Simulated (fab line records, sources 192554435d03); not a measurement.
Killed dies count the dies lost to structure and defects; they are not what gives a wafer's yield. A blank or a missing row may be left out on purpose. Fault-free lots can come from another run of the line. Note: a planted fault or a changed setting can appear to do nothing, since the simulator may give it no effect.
8D (eight disciplines) problem report, filled in by code :: flow n5-finfet :: the parts of the form that need people (team, actions taken, sign-off) are left out

## 1. PROBLEM STATEMENT
Mean of run-length-s at N5_BEOL_M10_CVD_75: 67.9 s across 2 wafers in 2 lots; on wafers with no fault it is 162.0 s (standard deviation 0.59). So: -99 or more standard deviations from the usual mean.
The step: deposits Co from CCTBA/H2, target thk 2 nm, time 138.9 s.
First observed at day 11 22:17: wafer L698.1, on cvd-co-01. At this step, 30 wafers from 10 lots have a number in the record. Rule for "out" (also "out of limits"): further than 4 standard deviations from the usual mean. Any other wafer with a number is counted as sound.

## 2. WHAT IT IS, AND WHAT IT ISN'T
question: which readings at this step
is: run-length-s
is not: -

question: which lots
is: L698, L701
is not: L693, L694, L697, L710, L711, L712, L714, L715

question: which wafers of those lots
is: L698.1, L701.1
is not: L698.2, L698.3, L701.3, L701.6

question: read on which tools
is: cvd-co-01
is not: cvd-co-02

question: when
is: from day 11 22:17
is not: up to then (11 sound wafers); but 17 sound wafers of L701, L710, L711, L712, L714, L715 came after

## 3. THE SUSPECTS, EACH WITH WHAT RULES IT OUT
Counting: if a tool at a process step up to the reading ran every lot that is out, it stays a suspect. Sound lots after the first of them don't rule it out here, since some wafers of a struck lot are sound.
- rie-diel-02 at N5_BEOL_M10_ETCH_65 (etches SiARC in CF4, target depth 39 nm, time 65 s): kept. It ran every lot that is out, first L698 (day 11 20:31); its last sound lot up to then is L697 (day 11 05:41).
- rie-diel-02 at N5_BEOL_M10_ETCH_41 (etches SiCN in CH3F/O2, target depth 42.6 nm, time 86 s): kept. It ran every lot that is out, first L698 (day 11 22:17); its last sound lot up to then is L697 (day 11 07:41). N5_BEOL_M10_ETCH_41 gives no start for some lots, so the hours and the order of its lots are those of N5_BEOL_M10_CVD_75.
- rie-diel-02 at N5_BEOL_M10_STRIP_77 (strips in N2/H2, time 10 s): kept. It ran every lot that is out, first L698 (day 11 22:17); its last sound lot up to then is L697 (day 11 07:41). N5_BEOL_M10_STRIP_77 gives no start for some lots, so the hours and the order of its lots are those of N5_BEOL_M10_CVD_75.
- cvd-co-01 at N5_BEOL_M10_CVD_75 (deposits Co from CCTBA/H2, target thk 2 nm, time 138.9 s): kept. It ran every lot that is out, first L698 (day 11 22:17); its last sound lot up to then is L697 (day 11 07:41). Its own run-length-s readings are out on those wafers.
- Within cvd-co-01 at N5_BEOL_M10_CVD_75: the wafers that are out ran in chamber 1; their sound lot-mates ran in chambers 0, 2.
Left after counting: rie-diel-02 at N5_BEOL_M10_ETCH_65, rie-diel-02 at N5_BEOL_M10_ETCH_41, rie-diel-02 at N5_BEOL_M10_STRIP_77, cvd-co-01 at N5_BEOL_M10_CVD_75.

## 4. THE CAUSE (what the simulator had put in)
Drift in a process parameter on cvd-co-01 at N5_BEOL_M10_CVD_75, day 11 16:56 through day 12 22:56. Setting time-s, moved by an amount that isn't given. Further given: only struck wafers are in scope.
This tool is one of the 4 suspects left after counting.

## 5. THE CHAIN OF EFFECTS, in route order
Rows list readings where the struck wafers' mean (over those with a number) sits beyond 3 standard deviations from the usual. Only readings whose record carries a usual standard deviation are examined. hours: median over the lots of the time between each lot's start at the first step of this table that gives one and its start at this step. sigmas: the change, counted in usual standard deviations.
hours: 0
step: N5_BEOL_M10_CVD_75
reading: run-length-s
usual: 162.0 s
on struck wafers: 67.9
change: -94.1
sigmas: -99 or more
It contains these process steps:
- N5_BEOL_M10_CVD_75: deposits Co from CCTBA/H2, target thk 2 nm, time 138.9 s.

## 6. HOW IT WOULD HAVE BEEN CAUGHT EARLIER
The fault began at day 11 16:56; the first out-of-limits reading in this record came at day 11 22:17, 5 hours later.
